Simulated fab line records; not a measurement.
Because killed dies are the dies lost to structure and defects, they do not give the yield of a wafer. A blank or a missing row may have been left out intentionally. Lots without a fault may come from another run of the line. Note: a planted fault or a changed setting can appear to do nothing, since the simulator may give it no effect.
Struck lot and sound lot, side by side | flow nand_harc | 14 out of 1302 route steps
Sound: these wafers, L137.2, L137.4, L137.6. Wafers L140.2, L140.3, L140.6 were the ones struck. Last of all comes the cause.
At each step with rows: each side's tool, then ch and its chambers, then its first start. Under that, the readings that differ: sound wafers | struck wafers | difference of the means | sigmas: that difference in standard deviations of wafers without a fault.
alike: words and numbers the same on both sides, and readings whose means are apart by under 2 such deviations; not compared: readings that were withheld, readings missing a value for some wafer, numbers with overlapping values and no deviation given by the record, and bounds like >300 which may hide the same value.
Wherever a step has rows on one side only, a row that says differs or no value, or a row with sigmas, the two part there. Numbers that have no deviation but don't overlap get no sigmas and don't part them. A reading that every wafer of one side lacks parts them only if that side has two wafers or more.

first, 1 step without rows for these wafers: NHARC_A_STAIRCASE_HARDBAKE_218 (time 140 s).
NHARC_A_STAIRCASE_DESCUM_219: chemistry O2, time 3 s.
  sound on rie_diel-02 ch 0,1,3, day 18 11:47; struck on rie_diel-04 ch 1,3, day 19 09:16
  alike: drypump_motor_current_A, oes_product_au, rf_vpp_V, showerhead_plenum_p_Torr, throttle_valve_pct
  not compared: rf_hours_counter_h
NHARC_A_STAIRCASE_TRIM_220: chemistry O2, time 211.2 s.
  sound on rie_diel-02 ch 0,1,3, day 18 11:53; struck on rie_diel-04 ch 0,1,3, day 19 09:26
  alike: drypump_motor_current_A, oes_product_au, rf_vpp_V, showerhead_plenum_p_Torr, throttle_valve_pct
  not compared: rf_hours_counter_h
then, 2 steps without rows for these wafers: NHARC_A_STAIRCASE_ETCH_221 (etches the open film in C4F8/O2, target depth 100 nm, time 40.5 s); NHARC_A_STAIRCASE_TRIM_222 (chemistry O2, time 211.2 s).
NHARC_A_STAIRCASE_ETCH_223: etches the open film in C4F8/O2, target depth 100 nm, time 40.5 s.
  sound: rie_diel-02 ch 0,1; struck: rie_diel-04 ch 0,3
  alike: bias_w, oes_product_au, rf_fwd_power_W, rf_vpp_V
  not compared: rf_hours_counter_h
NHARC_A_STAIRCASE_TRIM_224: chemistry O2, time 211.2 s.
  sound: rie_diel-02 ch 0,1; struck: rie_diel-04 ch 1,3
  alike: drypump_motor_current_A, oes_product_au, rf_vpp_V, showerhead_plenum_p_Torr, throttle_valve_pct
  not compared: rf_hours_counter_h
then, 2 steps without rows for these wafers: NHARC_A_STAIRCASE_ETCH_225 (etches the open film in C4F8/O2, target depth 100 nm, time 40.5 s); NHARC_A_STAIRCASE_TRIM_226 (chemistry O2, time 211.2 s).
NHARC_A_STAIRCASE_ETCH_227: etches the open film in C4F8/O2, target depth 100 nm, time 40.5 s.
  sound: rie_diel-02 ch 0,3; struck: rie_diel-04 ch 0,1
  alike: bias_w, oes_product_au, rf_fwd_power_W, rf_vpp_V
  not compared: rf_hours_counter_h
then, 1 step without rows for these wafers: NHARC_A_STAIRCASE_TRIM_229 (chemistry O2, time 211.2 s).
NHARC_A_STAIRCASE_ETCH_230: etches the open film in C4F8/O2, target depth 100 nm, time 40.5 s.
  sound on rie_diel-02 ch 0,1,3, day 18 13:16; struck on rie_diel-13 ch 0,3, day 19 11:56
  reading               | sound             | struck            | difference | sigmas
  oes_product_au (a.u.) | 0.943 0.941 0.950 | 1.049 1.036 1.040 | +0.097     | +6
  rf_fwd_power_W (W)    | 587.0 596.1 595.1 | 690.4 688.3 688.6 | +96.4      | +32
  alike: bias_w, rf_vpp_V
  not compared: rf_hours_counter_h
then, 1 step without rows for these wafers: NHARC_A_STAIRCASE_TRIM_231 (chemistry O2, time 211.2 s).
NHARC_END_SORT_01:
  the record has rows for the sound wafers here (prober-01 ch 0, day 26 10:40) and none for the struck ones

== WHERE THEY PART ==
Last at NHARC_END_SORT_01 as far as this record goes, first at NHARC_A_STAIRCASE_ETCH_230.

WHY: what the simulator had put in
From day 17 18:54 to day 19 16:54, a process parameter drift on rie_diel-13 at NHARC_A_STAIRCASE_ETCH_230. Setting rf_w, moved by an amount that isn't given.
